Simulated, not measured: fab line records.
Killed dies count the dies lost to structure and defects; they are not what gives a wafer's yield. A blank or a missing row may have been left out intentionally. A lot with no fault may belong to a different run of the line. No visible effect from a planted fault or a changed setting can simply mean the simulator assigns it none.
A struck lot beside a sound one    flow n5_finfet    36 out of 1938 route steps
Sound: these wafers, L833.1, L833.2, L833.6. Struck: wafers L844.1, L844.6 (left out: L844.5, a lot-mate that was not struck); the cause follows at the end.
Each step with rows lists, per side, the tool, then ch with its chambers, then its first start. Under that, the readings that differ: sound wafers    struck wafers    difference of the means    sigmas: that difference in standard deviations of wafers without a fault.
alike: words and numbers the same on both sides, and readings whose means are apart by under 2 such deviations; not compared: readings that were withheld, readings missing a value for some wafer, numbers with overlapping values and no deviation given by the record, and bounds like >300 which may hide the same value.
Wherever a step has rows on one side only, a row that says differs or no value, or a row with sigmas, the two part there. Non-overlapping numbers with no deviation appear without sigmas and do not part them. A reading missing from all wafers of one side parts the sides only when that side holds two or more wafers.

first, 9 steps without rows for these wafers: N5_BEOL_M4_ANNEAL_95 (time 240 s); N5_BEOL_M4_SPUTTER_96 (material Cu, target thk 4.5 nm, time 8.29 s); N5_BEOL_M4_ECD_50 (material Cu, target thk 300 nm); N5_BEOL_M4_ANNEAL_51 (time 90 s); N5_BEOL_M4_CMP_52 (polishes, stops on SiOC, t overpolish 6.8 s, target thk 40 nm); N5_BEOL_M4_PRE_CLEAN_60 (time 15 s); N5_BEOL_M4_CO_CAP_55 (material Co, precursor CCTBA/H2, target thk 2 nm, time 102.1 s); N5_BEOL_M4_PRE_CLEAN_56 (time 15 s); N5_BEOL_M4_DEP_57 (deposits SiCN from 3MS/NH3, target thk 8 nm, time 14 s).
N5_BEOL_M4_RC_MEAS_101:
  sound on prober-02 ch 0, day 9 02:45; struck on prober-01 ch 0, day 12 18:26
  alike: DIBL_N, DIBL_P, IOFF_N, IOFF_P, ION_N, ION_P, SS_N, SS_P, VT_N, VT_P
then, 24 steps without rows for these wafers: N5_BEOL_M5_ILD_DEP_00 (deposits SiCOH lowk from DEMS/porogen, target thk 140.64 nm, time 25.9 s); N5_BEOL_M5_CURE_79 (cures SiCOH lowk, time 240 s); N5_BEOL_M5_PECVD_70 (deposits SiO2 from TEOS/O2, target thk 16 nm, time 18 s); N5_BEOL_M5_HM_DEP_02 (deposits TiN, target thk 20 nm); N5_BEOL_M5_COAT_59 (time 60 s, resist thk 60 nm); N5_BEOL_M5_COAT_60 (time 60 s, resist thk 12 nm); N5_BEOL_M5_COAT_71 (time 60 s, resist thk 5 nm); N5_BEOL_M5_COAT_05 (resist thk 30 nm); N5_BEOL_M5_EBR_07; N5_BEOL_M5_SOFTBAKE_06 (time 60 s); N5_BEOL_M5_EXPOSE_08 (exposes mask M5, target cd 28 nm); N5_BEOL_M5_PEB_09 (peb time 60 s); N5_BEOL_M5_DEVELOP_10 (develop time 30 s); N5_BEOL_M5_DESCUM_16 (chemistry O2, time 7 s); N5_BEOL_M5_ETCH_72 (etches underlayer in N2/H2, target depth 6.5 nm, time 5.2 s); N5_BEOL_M5_ETCH_61 (etches SiARC in CF4, target depth 15.6 nm, time 26 s); N5_BEOL_M5_ETCH_62 (etches SOC in N2/H2, target depth 75 nm, overetch 15 nm, time 112.5 s); N5_BEOL_M5_STRIP_63 (strips in N2/H2); N5_BEOL_M5_STRIP_73 (strips in N2/H2); N5_BEOL_M5_STRIP_64 (strips in CF4); N5_BEOL_M5_HM_OPEN_17 (chemistry Cl2/BCl3, target TiN, target depth 20 nm, overetch 6 nm); N5_BEOL_M5_STRIP_19 (strips in O2); N5_BEOL_M5_COAT_65 (time 60 s, resist thk 60 nm); N5_BEOL_M5_COAT_66 (time 60 s, resist thk 12 nm).
-- record jumps: 4 days separate the struck wafers' starts on either side; left off in module BEOL_M5, taken up again in module PASSIVATION, whose first shown step is the route's number 1910 --
N5_PASSIVATION_ETCH_59: etches TaN in Cl2/BCl3, target depth 65 nm, time 34.9 s.
  sound on rie_metal-03 ch 0,1, day 13 23:10; struck on rie_metal-03 ch 1, day 17 00:23
reading                   sound              struck      difference  sigmas
oes_product_au (a.u.)     0.85 0.92 0.85     0.67 0.68   -0.20       -2
throttle_valve_pct (%)    20.5 21.3 20.5     21.8 21.8   +1.0        +3
model.etch.depth_nm (nm)  65.42 66.44 65.19  44.71 44.2  -21.23      
  alike: chamber_pressure_mTorr, drypump_motor_current_A
  not compared: rf_hours_counter_h
N5_PASSIVATION_PROBE_49:
  only the struck wafers here have rows in the record (prober-02, day 17 04:50); the sound ones have none

== WHERE THEY PART ==
First at N5_PASSIVATION_ETCH_59; last, within this record, at N5_PASSIVATION_PROBE_49.

WHY: what the simulator had put in
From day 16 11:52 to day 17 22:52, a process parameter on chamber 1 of rie_metal-03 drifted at N5_PASSIVATION_ETCH_59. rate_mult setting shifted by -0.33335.
